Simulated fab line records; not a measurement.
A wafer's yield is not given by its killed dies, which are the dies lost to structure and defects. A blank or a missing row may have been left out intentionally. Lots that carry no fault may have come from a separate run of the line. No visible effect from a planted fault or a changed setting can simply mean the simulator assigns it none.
Struck lot and sound lot, side by side ; flow n5_finfet ; 14 steps out of a route of 1938
Sound: the wafers L144.1, L144.3, L144.6. The struck wafers were L148.1, L148.3, L148.6. The cause comes at the end.
At each step with rows: each side's tool, then ch and its chambers, then its first start. Under that, the readings that differ: sound wafers ; struck wafers ; difference of the means ; sigmas: that difference in standard deviations of wafers without a fault.
alike: words and numbers the same on both sides, and readings whose means are apart by under 2 such deviations; not compared: readings that were withheld, readings missing a value for some wafer, numbers with overlapping values and no deviation given by the record, and bounds like >300 which may hide the same value.
The two part at a step that has a row with sigmas, a row that says differs or no value, or rows on one side only. Numbers that don't overlap but have no deviation are shown without sigmas and don't part them. A reading that every wafer of one side lacks parts them only if that side has two wafers or more.

N5_BEOL_M11_ILD_DEP_00: deposits SiCOH lowk from DEMS/porogen, target thk 308.51 nm, time 58 s.
  sound on pecvd-04 ch 1,2, day 12 19:30; struck on pecvd-04 ch 0,1,2, day 13 02:23
  alike: heater_power_w, showerhead_plenum_p_Torr, throttle_valve_pct
  not compared: since_wet_clean_h
N5_BEOL_M11_CURE_71: cures SiCOH lowk, time 240 s.
  sound on uv_cure-01 ch 2, day 12 19:35; struck on uv_cure-03 ch 1, day 13 02:27
  alike: lamp_power_pct, wafer_temp_C_max
N5_BEOL_M11_THK_MEAS_01:
  struck on film_metro-01, day 13 02:58; sound on film_metro-01, day 12 20:34
  alike: M11_ILD_THK
N5_BEOL_M11_PECVD_70: deposits SiO2 from TEOS/O2, target thk 20 nm, time 22.7 s.
  sound on pecvd-02 ch 0,1, day 12 20:37; struck on pecvd-02 ch 0,1,2, day 13 03:00
  alike: heater_power_w, showerhead_plenum_p_Torr, throttle_valve_pct
  not compared: since_wet_clean_h
N5_BEOL_M11_HM_DEP_02: deposits TiN, target thk 20 nm.
  struck on pvd_sputter-03, day 13 05:02; sound on pvd_sputter-03, day 12 21:37
  alike: chamber_pressure_pa, throttle_valve_pct
then, 7 steps without rows for these wafers: N5_BEOL_M11_COAT_59 (time 60 s, resist thk 100 nm); N5_BEOL_M11_COAT_60 (time 60 s, resist thk 30 nm); N5_BEOL_M11_COAT_05 (resist thk 90 nm); N5_BEOL_M11_EBR_07; N5_BEOL_M11_SOFTBAKE_06 (time 60 s); N5_BEOL_M11_EXPOSE_08 (exposes mask M11); N5_BEOL_M11_PEB_09 (peb time 60 s).
N5_BEOL_M11_DEVELOP_10: develop time 30 s.
  sound on litho_track-02 ch 0, day 12 22:03; struck on litho_track-01, day 13 05:21
  no value came back on the struck wafers for chill_plate_temp_C (C), develop_time_s (s), developer_temp_C (C); on the sound wafers chill_plate_temp_C (C) reads 23.08 23.03 22.91
reading;sound;struck;difference;sigmas
model.CAR-ArF_of_BEOL_M11_COAT_05.thk_nm (nm);88 88 88;90 89.8 89.8;+2;
N5_BEOL_M11_CD_MEAS_11: target cd 64.1 nm.
  sound on cd_sem-02 ch 0, day 12 22:07; struck on cd_sem-01 ch 0, day 13 05:25
reading;sound;struck;difference;sigmas
cd_nm (nm);64.0 64.2 64.5;- - -;no value on the struck wafers;

## WHERE THEY PART
Earliest at N5_BEOL_M11_DEVELOP_10; latest, in this record, at N5_BEOL_M11_CD_MEAS_11.

WHY: whatever the simulator had introduced
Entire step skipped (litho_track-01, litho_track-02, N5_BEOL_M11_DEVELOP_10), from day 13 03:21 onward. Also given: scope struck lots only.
